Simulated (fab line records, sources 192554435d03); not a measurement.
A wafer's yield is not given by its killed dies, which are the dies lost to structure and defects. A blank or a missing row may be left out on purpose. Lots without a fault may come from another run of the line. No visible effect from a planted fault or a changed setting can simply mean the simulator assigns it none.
Problem report in the 8D (eight disciplines) form, filled by code + flow n5Finfet + the parts of the form that need people (team, actions taken, sign-off) are left out

1. WHAT IS WRONG
Mean of cdNm at N5_PASSIVATION_CD_MEAS_44: 39984 nm across 2 wafers in 2 lots; on wafers with no fault it is 39999 nm (standard deviation 3). That puts it -5.0 standard deviations away from the usual mean.
The step: target cd 40000 nm.
Seen first at day 16 21:26 on cdSem-03, wafer L998.2. The record has a number at this step for 28 wafers belonging to 10 lots. The rule behind "out" and "out of limits": a value lying over 4 standard deviations away from the usual mean. The other wafers with a number count as sound.

2. WHAT IT IS AND WHAT IT IS NOT
| question                    | is                | is not                                                                    |
|-----------------------------|-------------------|---------------------------------------------------------------------------|
| which readings at this step | cdNm              | -                                                                         |
| which lots                  | L101, L998        | L104, L982, L984, L985, L989, L993, L994, L997                            |
| which wafers of those lots  | L101.2, L998.2    | L101.6, L998.6                                                            |
| read on which gauges        | cdSem-03          | cdSem-01, cdSem-02                                                        |
| when                        | from day 16 21:26 | up to then (22 sound wafers); but 4 sound wafers of L101, L104 came after |

3. SUSPECTS, AND WHAT RULES EACH OUT
Counting: if a tool at a process step up to the reading ran every lot that is out, it stays a suspect. Sound lots after the first of them don't rule it out here, since some wafers of a struck lot are sound.
- the gauge at N5_PASSIVATION_CD_MEAS_44: kept. All the wafers that are out were read on cdSem-03, and no step on other tools shows them out.
- lithoTrack-04 at N5_PASSIVATION_DEVELOP_43 (develop time 60 s): kept. Ran every lot that is out, first one L998 (day 16 21:19); last sound lot up to then L993 (day 15 15:34).
Remaining after the count are lithoTrack-04 at N5_PASSIVATION_DEVELOP_43 and cdSem-03 at N5_PASSIVATION_CD_MEAS_44.

4. THE CAUSE (what the simulator had put in)
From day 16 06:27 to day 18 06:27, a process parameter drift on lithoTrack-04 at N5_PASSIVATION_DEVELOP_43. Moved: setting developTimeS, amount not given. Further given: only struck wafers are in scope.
Of the 2 suspects that counting leaves, this tool is one.

5. THE EFFECT CHAIN, in route order
One row per reading whose mean, taken over the struck wafers that have a number, lies over 3 standard deviations from the usual. Readings are gone through only where the record gives a usual standard deviation; hours: the median, over the lots, of the time from a lot's start at the first step in this table giving one to that lot's start at this step; sigmas: the change measured in usual standard deviations.
| hours | step                      | reading | usual    | on struck wafers | change | sigmas |
|-------|---------------------------|---------|----------|------------------|--------|--------|
| 0     | N5_PASSIVATION_CD_MEAS_44 | cdNm    | 39999 nm | 39984            | -15    | -5.0   |

6. HOW IT WOULD HAVE BEEN CAUGHT EARLIER
Counted from the fault's start at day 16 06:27, it took 15 hours until the first out-of-limits reading at a measuring or inspecting step in this record, taken at day 16 21:26.
No tool reading at N5_PASSIVATION_DEVELOP_43 that has a usual standard deviation in the record was out on any struck wafer, so an alarm limit of 4 standard deviations on those readings would not have fired.
L101, from the lots that are out (2), started N5_PASSIVATION_DEVELOP_43 on lithoTrack-04 later than day 16 21:26. It would have been spared by a hold on the tool at that moment.
